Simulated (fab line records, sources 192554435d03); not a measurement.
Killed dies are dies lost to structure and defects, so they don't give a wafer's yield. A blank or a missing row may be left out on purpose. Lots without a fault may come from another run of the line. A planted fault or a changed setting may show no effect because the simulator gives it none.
fab line records | flow n5_finfet
record lots=6 wafers=16 last_day=18
route steps=1938 shown BEOL_M12@1631
lots that met no fault: from a run of the same line without faults
start_h: hours from the record's first day to the start of the lot's first wafer shown | wait_h: hours since the lot's step before | " the same as in the row above | L1.1+2: a row that stands for several wafers | - no value, or no start given | * or withheld: withheld | < > ~ a bound
route shown NAME@n: a module of which the file shows steps, and the number in the route of the first | usual: mean/standard deviation of fault-free wafers | same: alike in all rows | chamber/n: place in a boat | sites: the reading at each site | _std_site: their standard deviation | _edge_site: outer sites' mean less inner sites' | radius_mm: how far each site lies from the wafer's centre | mask NAME#n: copy n | behind: the tool/chamber that last shaped the wafer | hold: why the lot was held/for how many hours/how that ended | device: the transistor (n, p or np) that didn't switch | end of line: the same wafers' tests at the end of the route | a step without rows: its recipe alone | killed: dies lost to structure and defects at the first sort, not the wafer's yield | map: a wafer's dies, x killed, . not, _ none there
set.NAME: the setting as run; set.NAME@STEP: as run at that earlier step | model.NAME: the simulator's own value behind a step, which no gauge read
lots at some steps of the route; a table a step, a row a wafer
services: from which hour (start_h, from the record's first day; less than 0 if before it) a tool's chamber was out of use, for how many hours, and why
## steps
# step N5_BEOL_M12_HARDBAKE_32
# recipe temp_c=130 time_s=120
# step N5_BEOL_M12_CD_MEAS_28
# recipe target_cd_nm=160.2 landing_energy_ev=500 detector=se_inlens polarity=opening
# usual cd_nm=160.1/0.99
# columns lot.wafer tool chamber start_h wait_h cd_nm
L808.3 cd_sem-01 0 293.62 - 159.3
L808.4 " 0 " " 159.8
L808.6 " 0 " " 158.6
L804.1 cd_sem-02 0 300.11 - 159.9
L804.3 " 0 " " 159.7
L804.5 " 0 " " 159.7
L812.1 cd_sem-03 0 324.45 - 162.6
L812.4 " 0 " " 161.3
L811.3 cd_sem-02 0 336.27 - 160.1
L811.5 " 0 " " 159.4
L818.2 cd_sem-01 0 366.31 - 161.7
L818.3 " 0 " " 161.1
L818.5 " 0 " " 161.7
L822.1 cd_sem-03 0 398.88 - 159.1
L822.3 " 0 " " 158.0
L822.5 " 0 " " 158.7
# step N5_BEOL_M12_OVL_MEAS_29
# recipe points_per_wafer=44
# usual M12_OVL=2/5.1
# columns lot.wafer tool chamber start_h wait_h M12_OVL[nm]
L808.3 overlay-02 0 293.64 0.0 4
L808.4 " 0 " " 4
L808.6 " 0 " " 0
L804.1 overlay-02 0 300.14 0.0 -2
L804.3 " 0 " " -3
L804.5 " 0 " " -6
L812.1 overlay-01 0 324.48 0.0 13
L812.4 " 0 " " -3
L811.3 overlay-02 0 336.30 0.0 4
L811.5 " 0 " " 7
L818.2 overlay-02 0 366.34 0.0 9
L818.3 " 0 " " 1
L818.5 " 0 " " 0
L822.1 overlay-02 0 398.91 0.0 5
L822.3 " 0 " " -5
L822.5 " 0 " " -7
# step N5_BEOL_M12_INSPECT_30
# recipe mode=adi inspect_instrument=macro
# usual raw_defect_count=2.1/1.6
# columns lot.wafer tool chamber start_h wait_h raw_defect_count
L808.3 defect_inspect-02 - 293.67 0.0 5
L808.4 " - " " 2
L808.6 " - " " 1
L804.1 defect_inspect-01 - 300.16 0.0 3
L804.3 " - " " 4
L804.5 " - " " 4
L812.1 defect_inspect-02 - 324.50 0.0 3
L812.4 " - " " 1
L811.3 defect_inspect-01 - 336.33 0.0 5
L811.5 " - " " 2
L818.2 defect_inspect-01 - 366.37 0.0 6
L818.3 " - " " 2
L818.5 " - " " 2
L822.1 defect_inspect-02 - 398.94 0.0 1
L822.3 " - " " 7
L822.5 " - " " 2
# step N5_BEOL_M12_DESCUM_33
# recipe chemistry=O2 time_s=7.9 source_power_w=50 bias_power_w=20 pressure_mtorr=20 rf_frequency_hz=2.712e+07 temp_c=40 o2_flow_sccm=225
# step N5_BEOL_M12_ETCH_67
# recipe chemistry=CF4 target=SiARC target_depth_a=1430 time_s=238.3 ion_energy_ev=80 pressure_mtorr=40 source_w=545 bias_w=36 Ar_flow_sccm=100 cf4_flow_sccm=100 ends=cleared
# usual drypump_motor_current_A=5.8/0.43 etch_rf_on_time_s=238/3.3 oes_product_au=0.66/0.054 rf_vpp_V=184.0/1 showerhead_plenum_p_Torr=2.14/0.059 throttle_valve_pct=15.72/0.3
# columns lot.wafer tool chamber start_h wait_h drypump_motor_current_A etch_rf_on_time_s oes_product_au rf_hours_counter_h rf_vpp_V showerhead_plenum_p_Torr throttle_valve_pct
L808.3 rie_diel-06 0 293.74 0.0 5.8 243 0.62 178 184.2 2.14 15.77
L808.4 " 3 " " 5.4 238 0.68 128 184.3 2.15 15.51
L808.6 " 2 " " 6.9 244 0.60 - 183.3 2.12 16.18
L804.1 rie_diel-06 2 300.23 0.0 6.8 244 0.60 223 183.3 2.12 16.19
L804.3 " 3 " " 5.4 240 0.68 130 183.4 2.15 15.52
L804.5 " 1 " " 5.7 239 0.68 - 184.3 2.07 15.88
L812.1 rie_diel-06 1 324.59 0.0 5.7 240 0.66 127 184.4 2.07 15.91
L812.4 " 0 " " 5.8 243 0.61 189 182.8 2.13 15.80
L811.3 rie_diel-01 0 336.39 0.0 5.5 237 0.70 87 182.8 2.08 15.92
L811.5 " 2 " " 5.9 238 0.59 - 184.5 2.20 15.92
L818.2 rie_diel-06 3 366.44 0.0 5.4 234 0.66 154 184.2 2.14 15.56
L818.3 " 2 " " 6.8 242 0.59 247 183.5 2.12 16.24
L818.5 " 0 " " 5.8 237 0.60 - 183.1 2.13 15.82
L822.1 rie_diel-03 0 399.02 0.0 6.0 233 0.77 42 184.2 2.18 15.63
L822.3 " 2 " " 5.6 238 0.63 185 184.2 2.21 15.89
L822.5 " 1 " " 5.8 241 0.67 - 184.8 2.24 15.44
# step N5_BEOL_M12_ETCH_68
# recipe chemistry=N2/H2 target=SOC mask_material=SiARC source_w=3000 bias_w=350 temp_c=40 time_s=285 ion_energy_ev=200 pressure_mtorr=30 n2_flow_sccm=200 h2_flow_sccm=200
# step N5_BEOL_M12_STRIP_69
# recipe chemistry=N2/H2 temp_c=40 n2_flow_sccm=200 h2_flow_sccm=200 rf_frequency_hz=6e+07
# step N5_BEOL_M12_TRENCH_ETCH_34
# recipe chemistry=C4F8/O2/Ar target=SiOC target_depth_a=3189.5 mask_material=SOC pressure_mtorr=30 source_w=3000 bias_w=700 Ar_flow_sccm=400 C4F8_flow_sccm=15 O2_flow_sccm=8 he_inner_torr=15 he_outer_torr=30 time_s=125.5 ion_energy_ev=250
# step N5_BEOL_M12_STRIP_70
# recipe chemistry=C4F8/O2/Ar resist=SiARC rf_frequency_hz=6e+07
# step N5_BEOL_M12_OCD_MEAS_35
# usual trench_depth_nm=318/4.2
# columns lot.wafer tool chamber start_h wait_h trench_depth_nm
L808.3 ocd-02 - 294.22 0.0 320
L808.4 " - " " 321
L808.6 " - " " 313
L804.1 ocd-02 - 300.71 0.0 311
L804.3 " - " " 316
L804.5 " - " " 313
L812.1 ocd-02 - 325.07 0.0 313
L812.4 " - " " 316
L811.3 ocd-01 - 336.88 0.0 322
L811.5 " - " " 318
L818.2 ocd-02 - 366.92 0.0 317
L818.3 " - " " 309
L818.5 " - " " 314
L822.1 ocd-02 - 399.51 0.0 328
L822.3 " - " " 319
L822.5 " - " " 319
# step N5_BEOL_M12_STRIP_37
# recipe chemistry=N2/H2 power_w=1000 temp_c=250 h2_frac=0.65 overash_fraction=0.3 pressure_mtorr=withheld n2_flow_sccm=1750 h2_flow_sccm=3250
# usual drypump_motor_current_A=5.41/0.096 heater_power_w=338/28 oes_product_au=0.790/0.011
# columns lot.wafer tool chamber start_h wait_h drypump_motor_current_A heater_power_w oes_product_au rf_hours_counter_h
L808.3 plasma_asher-02 1 294.28 0.1 5.31 356 0.791 -
L808.4 " 0 " " 5.29 358 0.802 -
L808.6 " 0 " " 5.28 351 0.795 -
L804.1 plasma_asher-01 1 300.75 0.0 5.48 301 0.781 78
L804.3 " 0 " " 5.50 349 0.777 -
L804.5 " 0 " " 5.46 352 0.797 -
L812.1 plasma_asher-01 1 325.11 0.0 5.50 295 0.755 85
L812.4 " 0 " " 5.50 346 0.791 -
L811.3 plasma_asher-01 0 336.94 0.1 5.47 349 0.773 -
L811.5 " 0 " " 5.47 355 0.783 -
L818.2 plasma_asher-02 0 366.96 0.0 5.28 348 0.791 147
L818.3 " 1 " " 5.30 365 0.782 -
L818.5 " 0 " " 5.27 350 0.799 -
L822.1 plasma_asher-01 0 399.55 0.0 5.42 351 0.786 100
L822.3 " 1 " " 5.50 294 0.780 -
L822.5 " 1 " " 5.49 298 0.788 -
# step N5_BEOL_M12_ETCH_38
# recipe chemistry=CF4/N2 target=SiCN target_depth_a=687 taper_deg=2 time_s=73.4 ion_energy_ev=150 mask_material=SiO2 pressure_mtorr=40 source_w=430 bias_w=70 Ar_flow_sccm=100 cf4_flow_sccm=60 n2_flow_sccm=60
# usual drypump_motor_current_A=5.7/0.4 oes_product_au=0.81/0.081 rf_vpp_V=383.0/1.9 showerhead_plenum_p_Torr=2.23/0.071 throttle_valve_pct=15.47/0.27
# columns lot.wafer tool chamber start_h wait_h drypump_motor_current_A oes_product_au rf_hours_counter_h rf_vpp_V showerhead_plenum_p_Torr throttle_valve_pct model.etch.depth_nm model.SiOC_of_BEOL_M12_ILD_DEP_00.thk_nm
L808.3 rie_diel-06 1 295.19 - 5.8 0.80 115 381.8 2.13 15.72 59.73 608.8
L808.4 " 3 " " 5.4 0.80 128 381.9 2.21 15.34 59.94 613.8
L808.6 " 1 " " 5.8 0.80 - 381.4 2.13 15.71 59.68 616.8
L804.1 rie_diel-03 0 303.24 - 6.0 0.98 8 384.6 2.26 15.36 60.29 599
L804.3 " 3 " " 5.1 1.00 1 385.7 2.35 15.23 59.1 597
L804.5 " 1 " " 5.8 0.83 - 385.8 2.32 15.19 58.27 614
L812.1 rie_diel-03 2 325.36 - 5.7 0.76 158 382.8 2.29 15.68 58.9 614.6
L812.4 " 1 " " 5.8 1.02 85 385.6 2.32 15.22 80.86 600
L811.3 rie_diel-03 0 338.64 - 6.0 0.93 22 383.2 2.25 15.36 59.87 604
L811.5 " 2 " " 5.7 0.94 - 385.3 2.29 15.69 81.43 591.8
L818.2 rie_diel-01 1 368.99 - 5.5 0.76 176 383.3 2.20 15.22 59.4 595.6
L818.3 " 0 " " 5.5 0.79 101 381.9 2.14 15.78 57.9 600.4
L818.5 " 1 " " 5.5 0.75 - 383.2 2.20 15.24 59.51 604
L822.1 rie_diel-01 2 401.09 - 5.9 0.93 10 383.8 2.26 15.29 58.58 606.8
L822.3 " 3 " " 6.1 0.79 86 381.1 2.14 15.12 57.88 612.6
L822.5 " 0 " " 5.5 0.78 - 381.0 2.14 15.83 57.57 619.8
# step N5_BEOL_M12_PRECLEAN_39
# recipe chemistry=residue_remover time_s=60 temp_c=40
# step N5_BEOL_M12_SRD_40
# recipe time_s=30 temp_c=23 rinse_liquid=diw dry=n2_spin spin_rpm=1500 dry_time_s=30
# step N5_BEOL_M12_DEGAS_41
# recipe ambient=vacuum temp_c=250 time_s=60
# usual heater_power_w=310/28
# columns lot.wafer tool chamber start_h wait_h heater_power_w
L808.3 pvd_sputter-01 - 295.78 0.4 254
L808.4 " - " " 308
L808.6 " - " " 253
L804.1 pvd_sputter-02 - 303.65 0.2 308
L804.3 " - " " 308
L804.5 " - " " 337
L812.1 pvd_sputter-01 - 326.00 0.5 257
L812.4 " - " " 289
L811.3 pvd_sputter-01 - 339.12 0.3 313
L811.5 " - " " 310
L818.2 pvd_sputter-03 - 369.48 0.3 319
L818.3 " - " " 335
L818.5 " - " " 350
L822.1 pvd_sputter-01 - 401.54 0.3 255
L822.3 " - " " 304
L822.5 " - " " 261
# step N5_BEOL_M12_PRE_CLEAN_42
# recipe gas=H2/He time_s=30 temp_c=250
# usual heater_power_w=310/28
# columns lot.wafer tool chamber start_h wait_h heater_power_w
L808.3 pvd_sputter-01 - 295.82 0.0 250
L808.4 " - " " 312
L808.6 " - " " 244
L804.1 pvd_sputter-02 - 303.69 0.0 309
L804.3 " - " " 308
L804.5 " - " " 339
L812.1 pvd_sputter-01 - 326.04 0.0 255
L812.4 " - " " 288
L811.3 pvd_sputter-01 - 339.16 0.0 311
L811.5 " - " " 299
L818.2 pvd_sputter-03 - 369.52 0.0 319
L818.3 " - " " 332
L818.5 " - " " 338
L822.1 pvd_sputter-01 - 401.58 0.0 255
L822.3 " - " " 316
L822.5 " - " " 256
# step N5_BEOL_M12_SPUTTER_43
# recipe material=TaN target_thk_a=150 temp_c=50 bias_v=168.6 power_w=15000 chamber_pressure_pa=0.12 time_s=24.19
# step N5_BEOL_M12_SPUTTER_44
# recipe material=Ta target_thk_a=100 temp_c=50 bias_v=80 power_w=15000 chamber_pressure_pa=0.07 time_s=16.13
# usual throttle_valve_pct=29.5/0.81
# columns lot.wafer tool chamber start_h wait_h throttle_valve_pct
L808.3 pvd_sputter-01 - 295.94 0.0 29.6
L808.4 " - " " 30.8
L808.6 " - " " 29.9
L804.1 pvd_sputter-02 - 303.81 0.0 29.8
L804.3 " - " " 30.4
L804.5 " - " " 27.8
L812.1 pvd_sputter-01 - 326.16 0.0 29.9
L812.4 " - " " 29.9
L811.3 pvd_sputter-01 - 339.28 0.0 30.5
L811.5 " - " " 28.6
L818.2 pvd_sputter-03 - 369.64 0.0 30.4
L818.3 " - " " 28.6
L818.5 " - " " 29.8
L822.1 pvd_sputter-01 - 401.70 0.0 29.8
L822.3 " - " " 30.7
L822.5 " - " " 29.9
# step N5_BEOL_M12_SPUTTER_45
# recipe material=Cu target_thk_a=800 temp_c=-20 bias_v=60 power_w=26000 chamber_pressure_pa=0.13 time_s=13.33
# step N5_BEOL_M12_ECD_47
# recipe material=Cu target_thk_a=7200
# step N5_BEOL_M12_ANNEAL_48
# recipe temp_c=225 time_s=90 ambient=N2
# step N5_BEOL_M12_CMP_49
# recipe stop_on=SiOC t_overpolish_s=20.6 down_force_psi=1 platen_rpm=50 clearing_platen_down_force_psi=1.5 clearing_platen_rpm=50 post_cmp_clean=cu_alkaline target_thk_nm=320 clearing_platen_pad_velocity_m_s=0.99484 pad_velocity_m_s=0.99484
# usual barrier_field_endpoint_s=30.4/0.77 motor_current_A=5.9/0.75 overpolish_run_s=20.600/0.0088
# columns lot.wafer tool chamber start_h wait_h barrier_field_endpoint_s motor_current_A overpolish_run_s model.SiOC_of_BEOL_M12_ILD_DEP_00.thk_nm
L808.3 cmp-04 2 296.84 0.2 31.7 4.9 20.582 598.8
L808.4 " 3 " " 31.3 5.5 20.597 603.8
L808.6 " 3 " " 31.1 5.7 20.587 606.8
L804.1 cmp-02 3 304.45 0.3 31.2 5.9 20.596 589
L804.3 " 2 " " 30.2 6.9 20.599 587
L804.5 " 3 " " 30.3 5.6 20.604 604
L812.1 cmp-02 0 326.84 0.3 29.3 5.3 20.598 604.6
L812.4 " 1 " " 29.4 6.9 20.616 590
L811.3 cmp-01 1 340.05 0.2 31.7 5.6 20.590 594
L811.5 " 1 " " 30.9 6.3 20.607 581.8
L818.2 cmp-01 3 370.28 0.2 29.8 6.6 20.586 585.6
L818.3 " 2 " " 30.1 6.0 20.594 590.4
L818.5 " 0 " " 30.5 5.0 20.617 594
L822.3 cmp-01 1 402.44 0.2 30.0 5.8 20.590 602.6
L822.1 " 2 " " 29.9 5.8 20.605 596.8
L822.5 " 1 " " 29.7 6.0 20.605 609.8
# step N5_BEOL_M12_THK_MEAS_50
# recipe thk_meas_gauge=xrf reads=Cu_of_BEOL_M12_ECD_47
# usual M12_THK=323/4.9
# columns lot.wafer tool chamber start_h wait_h M12_THK[nm]
L808.3 film_metro-01 - 297.14 - 328
L808.4 " - " " 330
L808.6 " - " " 319
L804.1 film_metro-02 - 304.74 - 318
L804.3 " - " " 324
L804.5 " - " " 320
L812.1 film_metro-02 - 327.09 - 317
L812.4 " - " " 320
L811.3 film_metro-01 - 340.30 - 329
L811.5 " - " " 322
L818.2 film_metro-02 - 370.57 - 323
L818.3 " - " " 315
L818.5 " - " " 319
L822.1 film_metro-02 - 402.74 - 329
L822.3 " - " " 320
L822.5 " - " " 321
## services
# columns tool chamber start_h hours kind
cmp-02 - 271.97 4.0 pm
rie_diel-03 3 279.88 - clean
rie_diel-03 3 279.88 - consumable_replace:focus_ring
rie_diel-03 3 279.88 - consumable_replace:showerhead
cmp-01 - 291.37 5.3 repair
cmp-01 - 314.33 3.1 pm
rie_diel-03 2 330.71 4.4 repair
plasma_asher-01 - 353.98 1.1 repair
cmp-01 - 355.21 1.7 repair
cmp-01 - 357.29 4.0 pm
cmp-02 - 357.88 1.3 repair
rie_diel-06 - 370.27 2.8 pm
rie_diel-06 2 379.23 - clean
rie_diel-06 2 379.23 - consumable_replace:esc
rie_diel-06 2 379.23 - consumable_replace:focus_ring
rie_diel-06 2 379.23 23.6 scheduled_down
rie_diel-06 2 379.23 23.6 vent_cycle
cmp-04 - 382.06 1.2 repair
cmp-01 - 382.95 0.2 repair
rie_diel-06 1 389.46 5.7 repair
rie_diel-03 3 390.81 4.9 repair
cmp-04 - 396.11 1.5 repair
pvd_sputter-01 - 397.33 2.9 repair
cmp-04 - 402.17 6.0 pm
## key
first_sign none at tools or gauges
model_effect step=N5_BEOL_M12_ETCH_38 value=etch.depth_nm without=58.43 struck=81.15
model_effect step=N5_BEOL_M12_CMP_49 value=SiOC_of_BEOL_M12_ILD_DEP_00.thk_nm without=604.8 struck=585.9
met_at N5_BEOL_M12_ETCH_38
struck_wafers L811.5,L812.4
onset_between 303.24 325.36
fault kind=process_parameter_drift tool=rie_diel-03 chamber=- onset_h=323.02 steps=N5_BEOL_M12_ETCH_38 channel=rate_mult offset=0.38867 shape=step end_h=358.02 scope=struck_wafers_only
